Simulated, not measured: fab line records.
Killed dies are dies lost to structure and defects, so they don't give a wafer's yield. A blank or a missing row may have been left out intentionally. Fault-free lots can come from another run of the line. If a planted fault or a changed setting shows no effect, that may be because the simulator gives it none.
Problem report, 8D (eight disciplines) form, completed by code | flow nand-harc | the parts of the form that need people (team, actions taken, sign-off) are left out

## 1. WHAT IS WRONG
At NHARC_A_ONON_D1_THK_MEAS_30, thk-nm averages 721 nm over 3 wafers from 2 lots, while fault-free wafers read 1001 nm, standard deviation 8.2. Measured from the usual mean, that is -34 standard deviations.
The step: measures by ellipsometry.
First observed at day 12 10:44: wafer L253.1, on film-metro-01. At this step, 39 wafers from 13 lots have a number in the record. By rule, "out" or "out of limits" means more than 4 standard deviations away from the usual mean. Any other wafer with a number is counted as sound.

## 2. WHAT IT IS, AND WHAT IT ISN'T
question                    | is                           | is not
which readings at this step | thk-nm                       | -
which lots                  | L253, L254                   | L243, L246, L247, L249, L250, L252, L261, L262, L264, L265, L266
which wafers of those lots  | L253.1, L253.6, L254.6       | L253.2, L254.2, L254.3
read on which gauges        | film-metro-01, film-metro-02 | -
when                        | from day 12 10:44            | up to then (19 sound wafers); but 17 sound wafers of L254, L261, L262, L264, L265, L266 came after

## 3. WHAT RULES OUT EACH SUSPECT
Counting: if a tool at a process step up to the reading ran every lot that is out, it stays a suspect. Sound lots after the first of them don't rule it out here, since some wafers of a struck lot are sound.
- the gauge at NHARC_A_ONON_D1_THK_MEAS_30 is ruled out. 2 gauges (film-metro-01, film-metro-02) read the wafers that are out.
- pecvd-onon-02 at NHARC_A_ONON_D1_DEP_28 (target thk 1000 nm): kept. Every lot that is out went through it, the first being L253 (day 12 10:13); the last sound lot it ran before that was L249 (day 10 12:24).
Left after counting: pecvd-onon-02 at NHARC_A_ONON_D1_DEP_28.

## 4. THE CAUSE (what the simulator had put in)
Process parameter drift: pecvd-onon-02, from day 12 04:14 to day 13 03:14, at NHARC_A_ONON_D1_DEP_28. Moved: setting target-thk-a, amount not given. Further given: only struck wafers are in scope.
After counting, this tool was the only one left.

## 5. SEQUENCE OF EFFECTS, ordered by route
Each row: a reading where the mean over the struck wafers with a number is more than 3 standard deviations away from the usual. Scope: only readings with a usual standard deviation given in the record; hours: median across lots of the time from each lot's start at the first step in this table that gives one to its start at this step; sigmas: change in usual standard deviations.
hours | step                        | reading         | usual   | on struck wafers | change | sigmas
0     | NHARC_A_ONON_D1_THK_MEAS_30 | thk-nm          | 1001 nm | 721              | -280   | -34
397   | NHARC_END_SORT_01           | killed-at-array | 55      | 672              | +617   | +41
397   | NHARC_END_SORT_01           | killed-dies     | 59      | 677              | +618   | +41

## 6. WHAT WOULD HAVE CAUGHT IT SOONER
6 hours passed between the start of the fault at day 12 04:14 and the first reading out of limits at a measuring or inspecting step in this record, taken at day 12 10:44.
L254, from the lots that are out (2), started NHARC_A_ONON_D1_DEP_28 on pecvd-onon-02 later than day 12 10:44. Had the tool been put on hold then, it would have been spared.
